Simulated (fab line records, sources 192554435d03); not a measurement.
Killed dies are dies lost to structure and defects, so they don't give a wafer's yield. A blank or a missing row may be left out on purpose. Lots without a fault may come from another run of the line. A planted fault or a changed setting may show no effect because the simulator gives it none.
Problem report in the 8D (eight disciplines) form, filled by code | flow n5_finfet | the parts of the form that need people (team, actions taken, sign-off) are left out

1. THE PROBLEM
barrier_field_endpoint_s at N5_BEOL_M1_CMP_52 reads a mean of 31.8 s on 4 wafers of 3 lots; wafers without a fault read 24.8 s with a standard deviation of 0.88. That is +8.0 standard deviations from the usual mean.
The step: polishes, stops on SiOC, t overpolish 6.8 s, target thk 40 nm.
First seen on wafer L738.5, day 8 23:18, on cmp-01. The record holds 15 wafers of 5 lots with a number at this step. Rule for "out", or "out of limits": more than 4 standard deviations from the usual mean. The other wafers with a number count as sound.

2. WHAT IT IS AND WHAT IT IS NOT
question                    | is                             | is not
which readings at this step | barrier_field_endpoint_s       | motor_current_A
which lots                  | L738, L740, L741               | L731, L742
which wafers of those lots  | L738.5, L738.6, L740.5, L741.6 | L738.2, L740.1, L740.4, L741.1, L741.3
read on which tools         | cmp-01                         | cmp-04
when                        | from day 8 23:18               | up to then (4 sound wafers); but 7 sound wafers of L740, L741, L742 came after

3. SUSPECTS, AND WHAT RULES EACH OUT
Counting: a tool at a process step up to the reading stays a suspect if it ran every lot that is out. Sound lots after the first of them don't rule it out here, since some wafers of a struck lot are sound.
- pecvd-01 at N5_BEOL_M1_PECVD_72 (deposits SiO2 from TEOS/O2, target thk 16 nm, time 18 s): kept. It ran every lot that is out, first L738 (day 8 13:58); its last sound lot up to then is L731 (day 6 11:20).
- cmp-01 at N5_BEOL_M1_CMP_52 (polishes, stops on SiOC, t overpolish 6.8 s, target thk 40 nm): kept. It ran every lot that is out, first L738 (day 8 23:18). Its own readings are out on those wafers: barrier_field_endpoint_s.
Left after counting: pecvd-01 at N5_BEOL_M1_PECVD_72, cmp-01 at N5_BEOL_M1_CMP_52.

4. THE CAUSE (what the simulator had put in)
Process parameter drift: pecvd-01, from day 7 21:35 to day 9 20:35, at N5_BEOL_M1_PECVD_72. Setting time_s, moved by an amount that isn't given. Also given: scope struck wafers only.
Counting left 2 suspects, and this tool is among them.

5. THE CHAIN OF EFFECTS, in route order
Each row: a reading whose mean over the struck wafers that have a number lies more than 3 standard deviations from the usual. Only readings for which the record gives a usual standard deviation are gone through. hours: the time from each lot's start at the first step in this table that gives one to its start at this step, as a median over the lots. sigmas: the change in usual standard deviations.
hours | step              | reading                  | usual  | on struck wafers | change | sigmas
0     | N5_BEOL_M1_CMP_52 | barrier_field_endpoint_s | 24.8 s | 31.8             | +7.0   | +8.0
The process steps in it:
- N5_BEOL_M1_CMP_52: polishes, stops on SiOC, t overpolish 6.8 s, target thk 40 nm.
Later measuring or inspecting steps at which every struck wafer that the step has a row for has a number for every such reading, and none has moved that far: N5_BEOL_M4_RC_MEAS_101.

6. WHAT WOULD HAVE CAUGHT IT SOONER
In this record the first reading out of limits was taken at day 8 23:18, 26 hours after the fault began at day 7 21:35.
Of the tool readings at N5_BEOL_M1_PECVD_72 for which the record gives a usual standard deviation, none was out on any struck wafer, so an alarm limit of 4 standard deviations on them would not have fired.
Of the lots that are out (3), L740, L741 began N5_BEOL_M1_PECVD_72 on pecvd-01 after day 8 23:18. A hold on the tool at that time would have spared those 2.
